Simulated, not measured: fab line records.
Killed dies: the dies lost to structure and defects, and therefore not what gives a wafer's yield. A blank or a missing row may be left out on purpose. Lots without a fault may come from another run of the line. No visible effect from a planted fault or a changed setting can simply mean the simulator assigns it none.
Split-lot experiment | flow n5-finfet | on a route of 1938 steps: 7 lots, 21 wafers read

== THE SPLIT ITSELF ==
At N5_BEOL_M12_SPUTTER_44 (material Ta, target thk 10 nm, time 16.13 s), the setting time-s was moved away from the recipe's 16.13 s on 10 of the 21 wafers read, by -12.9% to +14.3%. All remaining wafers had this setting at the recipe value.

The reading comes from the split's own step.

== THE READING ==
Ta_of_BEOL_M12_SPUTTER_44.thk-nm (the simulator's own value, which no gauge read), in nm, at N5_BEOL_M12_SPUTTER_44 (material Ta, target thk 10 nm, time 16.13 s). There is no usual value for it anywhere in the file. Average 10.0 nm, standard deviation 0.1 nm, over the 11 wafers here run with the recipe.

wafer  | tool, chamber at the split | time-s as run, s | against the recipe | Ta_of_BEOL_M12_SPUTTER_44.thk-nm, nm | against lot-mates on the recipe
L076.2 | pvd-sputter-02, -          | 16.13            | recipe             | 10                                   | -
L076.4 | pvd-sputter-02, -          | 17.89            | +10.9%             | 11                                   | +1.0
L076.6 | pvd-sputter-02, -          | 17.89            | +10.9%             | 11                                   | +1.0
L078.1 | pvd-sputter-03, -          | 18.44            | +14.3%             | 11.6                                 | +1.6
L078.3 | pvd-sputter-03, -          | 16.13            | recipe             | 10                                   | -
L078.6 | pvd-sputter-03, -          | 18.44            | +14.3%             | 11.4                                 | +1.4
L079.2 | pvd-sputter-02, -          | 16.13            | recipe             | 10                                   | -
L079.5 | pvd-sputter-02, -          | 16.13            | recipe             | 10                                   | -
L079.6 | pvd-sputter-02, -          | 14.61            | -9.4%              | 9                                    | -1.0
L083.3 | pvd-sputter-01, -          | 16.13            | recipe             | 10                                   | -
L083.5 | pvd-sputter-01, -          | 16.13            | recipe             | 9.8                                  | -
L083.6 | pvd-sputter-01, -          | 16.13            | recipe             | 9.8                                  | -
L086.1 | pvd-sputter-01, -          | 17.7             | +9.7%              | 11                                   | +1.0
L086.6 | pvd-sputter-01, -          | 17.7             | +9.7%              | 11                                   | +1.0
L086.5 | pvd-sputter-01, -          | 16.13            | recipe             | 10                                   | -
L094.2 | pvd-sputter-01, -          | 16.13            | recipe             | 10                                   | -
L094.3 | pvd-sputter-01, -          | 14.22            | -11.8%             | 8.8                                  | -1.2
L094.6 | pvd-sputter-01, -          | 14.22            | -11.8%             | 8.8                                  | -1.2
L096.2 | pvd-sputter-02, -          | 16.13            | recipe             | 10                                   | -
L096.5 | pvd-sputter-02, -          | 14.05            | -12.9%             | 8.8                                  | -1.3
L096.6 | pvd-sputter-02, -          | 16.13            | recipe             | 10.2                                 | -

THE FIT
A straight line over all 21 wafers: Ta_of_BEOL_M12_SPUTTER_44.thk-nm changes by +0.1 nm for each +1% of time-s; r = +0.99; the points scatter about the line by 0.097 nm.
The same after taking each lot's own level away (the mean of its wafers on the recipe; 21 wafers): +0.101 nm for each +1%; r = +1.00; scatter 0.071 nm.
According to that fit, moving time-s by its largest amount changes the reading by 1.4 nm.
Across the lots, their own levels run from 9.87 to 10.10 nm, a range of 2.3 times the standard deviation given above.
The two slopes agree, so the slope changes little with the lot-to-lot level.
Check: +1.41 nm against its lot-mates is what the line predicts for one of the wafers moved furthest among these (+14.3%) when that wafer is left out of the fit. It came out at +1.6 nm against them.

== OTHER SPLITS ON THESE WAFERS ==
Before the reading, these wafers also passed through other splits. Each is held against what the fit with the lots' levels taken away leaves over:
other split on the same wafers    | wafers away from the commonest value | r with Ta_of_BEOL_M12_SPUTTER_44.thk-nm (lot level and that fit taken away)
N5_BEOL_M10_TRENCH_ETCH_37 time-s | 9                                    | +0.31
N5_BEOL_M11_PECVD_70 temp-c       | 8                                    | +0.07
N5_BEOL_M12_TRENCH_ETCH_34 time-s | 8                                    | -0.13

== FILE'S OWN FIT ==
Ta_of_BEOL_M12_SPUTTER_44.thk-nm changes by +0.101 nm for each +1% of time-s, r = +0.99.
